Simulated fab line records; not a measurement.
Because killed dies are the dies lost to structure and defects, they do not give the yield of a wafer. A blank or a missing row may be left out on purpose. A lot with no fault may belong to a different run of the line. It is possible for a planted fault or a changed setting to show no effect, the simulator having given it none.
Chamber matching | flow nand_harc | NHARC_A_BLC_STRIP_29 on rie_diel-06: 4 sister chambers
The step strips in CF4. 4 wafers are shown with their chamber, then 12 later ones without.

## WAFERS PAIRED WITH THEIR CHAMBERS
wafer  | chamber | drypump_motor_current_A (A)
L085.1 | 1       | 5.6
L088.1 | 3       | 5.3
L088.2 | 0       | 6.3
L088.4 | 2       | 5.8

## WAFERS WITH NO CHAMBER GIVEN
wafer  | drypump_motor_current_A (A)
L089.3 | 6.4
L089.4 | 5.6
L089.6 | 5.6
L094.2 | 5.8
L094.3 | 5.3
L094.4 | 5.6
L095.1 | 6.3
L095.4 | 5.3
L095.6 | 5.8
L096.4 | 6.3
L096.5 | 6.4
L096.6 | 5.5

## THE CHAMBER EACH PASSED THROUGH
wafer  | from the rows above | in truth
L089.3 | 0                   | 0
L089.4 | 1                   | 1
L089.6 | 1                   | 1
L094.2 | 2                   | 2
L094.3 | 3                   | 3
L094.4 | 1                   | 1
L095.1 | 0                   | 0
L095.4 | 3                   | 3
L095.6 | 2                   | 2
L096.4 | 0                   | 0
L096.5 | 0                   | 0
L096.6 | 1                   | 1
Correct placement for 12 of the 12. Can't be placed from these rows: 0. Number placed wrongly: 0.
How it was worked out, from the rows above alone: a wafer's distance from a chamber is the root of the sum, over the readings, of the square of ((its reading less the chamber's mean) divided by the reading's scatter). The wafer belongs to the nearest chamber; if the next one is less than 2 further off, it can't be placed. The mean given for a chamber averages the wafers shown for that chamber. The scatter: with one shown wafer a chamber, the root of the mean of the squares of how far each hidden wafer lies from its nearest shown one.
